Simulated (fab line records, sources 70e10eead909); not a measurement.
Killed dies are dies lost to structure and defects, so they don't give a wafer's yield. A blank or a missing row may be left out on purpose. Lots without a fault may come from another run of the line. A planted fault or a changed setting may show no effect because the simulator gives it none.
Which tool did it? | flow nand_harc | 12 lots, 36 wafers sampled, at 5 steps of a route of 1159

WHAT THE GAUGES READ, wafer by wafer
NHARC_A_SLIT_CD_MEAS_21. Usual: cd_nm 289.1 nm, standard deviation 0.97.
lot  | measured     | on        | cd_nm (nm)        | flag
L329 | day 14 15:07 | cd_sem-02 | 289.0 290.3 289.6 |
L331 | day 14 16:50 | cd_sem-02 | 290.2 289.5 289.8 |
L332 | day 15 02:53 | cd_sem-03 | 290.5 289.4 290.2 |
L334 | day 15 03:26 | cd_sem-01 | 289.1 289.5 288.4 |
L333 | day 15 09:58 | cd_sem-02 | 290.1 288.2 287.5 |
L336 | day 16 03:17 | cd_sem-01 | 290.3 289.6 290.4 |
L337 | day 16 16:00 | cd_sem-01 | 289.0 288.8 288.4 |
L342 | day 17 11:49 | cd_sem-03 | 290.3 288.6 288.1 |
L343 | day 17 13:13 | cd_sem-02 | 288.9 289.6 289.3 |
L352 | day 20 05:32 | cd_sem-02 | 290.0 289.6 289.9 |
L350 | day 20 14:45 | cd_sem-01 | 290.1 290.2 290.2 |
L351 | day 20 16:57 | cd_sem-03 | 289.1 288.8 290.1 |

NHARC_END_SORT_01. Usual: killed_at_array 28, standard deviation 11; killed_at_other 0.7, standard deviation 1.1; killed_at_periphery 2.9, standard deviation 2; killed_dies 32, standard deviation 11; killed_open 3.2, standard deviation 1.8; killed_short 2.0, standard deviation 1.4.
lot  | measured     | on        | killed_at_array | killed_at_other | killed_at_periphery | killed_dies | killed_open | killed_short | flag
L336 | day 20 20:01 | prober-01 | 27 37 23        | 5 1 1           | 5 3 4               | 37 41 28    | 0 5 1       | 1 2 4        |
L352 | day 24 17:51 | prober-02 | 14 14 14        | 0 0 1           | 3 7 7               | 17 21 22    | 2 4 2       | 1 3 2        |
L350 | day 25 10:47 | prober-02 | 18 415 22       | 0 0 0           | 2 3 1               | 20 418 23   | 2 4 3       | 3 3 5        | OFF
L351 | day 25 19:43 | prober-02 | 35 443 35       | 0 3 1           | 5 6 5               | 40 452 41   | 6 5 4       | 1 1 2        | OFF

WHICH TOOL RAN EACH LOT (tool, then ch and the chambers of the sampled wafers, then the start)
lot  | NHARC_A_SLIT_DEP_00           | NHARC_A_SLIT_ETCH_24               | NHARC_A_SLIT_ETCH_17
L329 | acl_dep-02 ch 0, day 14 07:13 | rie_diel-13 ch 0,1, day 14 09:31   | har_etch-02 ch 0,1, day 14 12:58
L331 | acl_dep-01 ch 0, day 14 07:31 | rie_diel-13 ch 0,1,2, day 14 10:08 | har_etch-01 ch 0,1, day 14 14:12
L332 | acl_dep-01 ch 0, day 14 20:35 | rie_diel-11 ch 0,1,3, day 14 23:32 | har_etch-01 ch 0,1, day 15 00:26
L334 | acl_dep-03 ch 0, day 14 21:14 | rie_diel-01 ch 0,1,2, day 15 00:03 | har_etch-02 ch 0,1, day 15 00:43
L333 | acl_dep-01 ch 0, day 15 03:40 | rie_diel-13 ch 0,2,3, day 15 06:36 | har_etch-02 ch 0,1, day 15 07:33
L336 | acl_dep-01 ch 0, day 15 21:19 | rie_diel-11 ch 0,1,2, day 15 23:57 | har_etch-01 ch 0,1, day 16 00:37
L337 | acl_dep-02 ch 0, day 16 09:49 | rie_diel-13 ch 0,3, day 16 12:39   | har_etch-01 ch 0,1, day 16 13:20
L342 | acl_dep-02 ch 0, day 17 05:49 | rie_diel-11 ch 0,1,3, day 17 08:30 | har_etch-02 ch 0,1, day 17 09:26
L343 | acl_dep-01 ch 0, day 17 05:57 | rie_diel-01 ch 2,3, day 17 08:54   | har_etch-01 ch 0,1, day 17 10:34
L352 | acl_dep-01 ch 0, day 19 23:26 | rie_diel-11 ch 1,2, day 20 02:13   | har_etch-01 ch 0,1, day 20 02:53
L350 | acl_dep-02 ch 0, day 20 08:31 | rie_diel-13 ch 0,1,3, day 20 11:25 | har_etch-01 ch 0,1, day 20 12:21
L351 | acl_dep-02 ch 0, day 20 10:48 | rie_diel-13 ch 1,2, day 20 13:26   | har_etch-02 ch 0,1, day 20 14:28
- NHARC_A_SLIT_DEP_00: deposits aC, target thk 3200 nm.
- NHARC_A_SLIT_ETCH_24: etches the open film in CF4/CHF3, target depth 121 nm, time 60.5 s.
- NHARC_A_SLIT_ETCH_17: etches the open film in C4F8/O2/Ar, time 1687.5 s, target depth 10100 nm.

WHAT THE TOOLS THEMSELVES READ (means of the sampled wafers that have a number; where no wafer has one, the mark that the record gives instead)
NHARC_A_SLIT_DEP_00. Usual: throttle_valve_pct 35.000 %, standard deviation 0.0089.
lot  | tool       | throttle_valve_pct (%) | flag
L329 | acl_dep-02 | 35.003                 |
L331 | acl_dep-01 | 35.000                 |
L332 | acl_dep-01 | 35.003                 |
L334 | acl_dep-03 | 35.007                 |
L333 | acl_dep-01 | 35.000                 |
L336 | acl_dep-01 | 34.998                 |
L337 | acl_dep-02 | 34.996                 |
L342 | acl_dep-02 | 34.995                 |
L343 | acl_dep-01 | 34.994                 |
L352 | acl_dep-01 | 35.008                 |
L350 | acl_dep-02 | 34.999                 |
L351 | acl_dep-02 | 34.998                 |

NHARC_A_SLIT_ETCH_24. Usual: drypump_motor_current_A 5.4 A, standard deviation 0.37; oes_product_au 0.965 a.u., standard deviation 0.016; rf_vpp_V 370.6 V, standard deviation 2.5; run_length_s 81.9 s, standard deviation 0.35; showerhead_plenum_p_Torr 1.58 Torr, standard deviation 0.063; throttle_valve_pct 16.802 %, standard deviation 0.0083.
lot  | tool        | drypump_motor_current_A (A) | oes_product_au (a.u.) | rf_vpp_V (V) | run_length_s (s) | showerhead_plenum_p_Torr (Torr) | throttle_valve_pct (%) | flag
L329 | rie_diel-13 | 5.5                         | 0.958                 | 373.5        | 81.6             | 1.65                            | 16.800                 |
L331 | rie_diel-13 | 5.4                         | 0.970                 | 371.0        | 81.7             | 1.59                            | 16.794                 |
L332 | rie_diel-11 | 5.2                         | 0.935                 | 370.5        | 82.0             | 1.56                            | 16.803                 |
L334 | rie_diel-01 | 5.1                         | 0.979                 | 370.4        | 81.8             | 1.58                            | 16.807                 |
L333 | rie_diel-13 | 5.3                         | 0.974                 | 370.3        | 81.9             | 1.59                            | 16.793                 |
L336 | rie_diel-11 | 5.3                         | 0.970                 | 371.3        | 82.1             | 1.59                            | 16.808                 |
L337 | rie_diel-13 | 5.5                         | 0.967                 | 372.6        | 81.7             | 1.61                            | 16.801                 |
L342 | rie_diel-11 | 5.2                         | 0.963                 | 370.6        | 82.0             | 1.56                            | 16.802                 |
L343 | rie_diel-01 | 5.6                         | 0.970                 | 369.4        | 81.9             | 1.54                            | 16.797                 |
L352 | rie_diel-11 | 5.5                         | 0.960                 | 372.7        | 82.3             | 1.63                            | 16.810                 |
L350 | rie_diel-13 | 5.5                         | 0.980                 | 371.3        | 77.6             | 1.61                            | 16.799                 | OFF
L351 | rie_diel-13 | 5.5                         | 0.953                 | 369.5        | 77.3             | 1.53                            | 16.802                 | OFF

NHARC_A_SLIT_ETCH_17. Usual: drypump_motor_current_A 5.8 A, standard deviation 0.52; he_backside_leak_sccm 5.4 sccm, standard deviation 0.33; run_length_s 1688.7 s, standard deviation 0.38; showerhead_plenum_p_Torr 3.69 Torr, standard deviation 0.064; throttle_valve_pct 32.046 %, standard deviation 0.0087.
lot  | tool        | drypump_motor_current_A (A) | he_backside_leak_sccm (sccm) | run_length_s (s) | showerhead_plenum_p_Torr (Torr) | throttle_valve_pct (%) | flag
L329 | har_etch-02 | 6.3                         | 5.2                          | 1689.0           | 3.65                            | 32.047                 |
L331 | har_etch-01 | 5.3                         | 5.2                          | 1688.5           | 3.75                            | 32.051                 |
L332 | har_etch-01 | 5.5                         | 5.4                          | 1688.4           | 3.77                            | 32.045                 |
L334 | har_etch-02 | 6.0                         | 5.3                          | 1688.9           | 3.67                            | 32.043                 |
L333 | har_etch-02 | 6.0                         | 5.2                          | 1688.6           | 3.67                            | 32.049                 |
L336 | har_etch-01 | 5.3                         | 5.3                          | 1688.7           | 3.75                            | 32.051                 |
L337 | har_etch-01 | 5.4                         | 5.2                          | 1688.6           | 3.75                            | 32.051                 |
L342 | har_etch-02 | 6.0                         | 5.1                          | 1689.0           | 3.65                            | 32.047                 |
L343 | har_etch-01 | 5.6                         | 5.7                          | 1688.3           | 3.76                            | 32.038                 |
L352 | har_etch-01 | 5.5                         | 5.8                          | 1688.6           | 3.74                            | 32.050                 |
L350 | har_etch-01 | 5.5                         | 5.9                          | 1688.3           | 3.74                            | 32.045                 |
L351 | har_etch-02 | 6.0                         | 5.5                          | 1688.6           | 3.63                            | 32.046                 |

THE ANSWER, worked out from the rows above alone
Rule: a lot is off if the mean of its wafers that have a number lies more than 3 standard deviations from the usual mean. A lot without any number at a reading at which 4 lots or more have one is off too. The other lots that the step has rows for count as sound. The gauges are gone through in route order, then the tools' own readings, and for those a lot's mean is taken as printed above. The first step at which some lot is off is used, and at that step the reading that is off furthest; a lot without a number counts as furthest.
Off: L350, L351, at NHARC_END_SORT_01 (killed_dies). Neither off nor sound, because the step has no rows for them: L329, L331, L332, L334, L333, L337, L342, L343.
A tool fits if, at a process step before that reading, it ran every lot that is off, and no sound lot after the first of them. The gauges at NHARC_END_SORT_01 aren't tried: what is off there is off at NHARC_A_SLIT_ETCH_24 too, on other tools, and a gauge's error can't cause that. Can't be told from this: 2 tools fit, acl_dep-02 at NHARC_A_SLIT_DEP_00, rie_diel-13 at NHARC_A_SLIT_ETCH_24.

WHAT THE SIMULATOR HAD PUT IN
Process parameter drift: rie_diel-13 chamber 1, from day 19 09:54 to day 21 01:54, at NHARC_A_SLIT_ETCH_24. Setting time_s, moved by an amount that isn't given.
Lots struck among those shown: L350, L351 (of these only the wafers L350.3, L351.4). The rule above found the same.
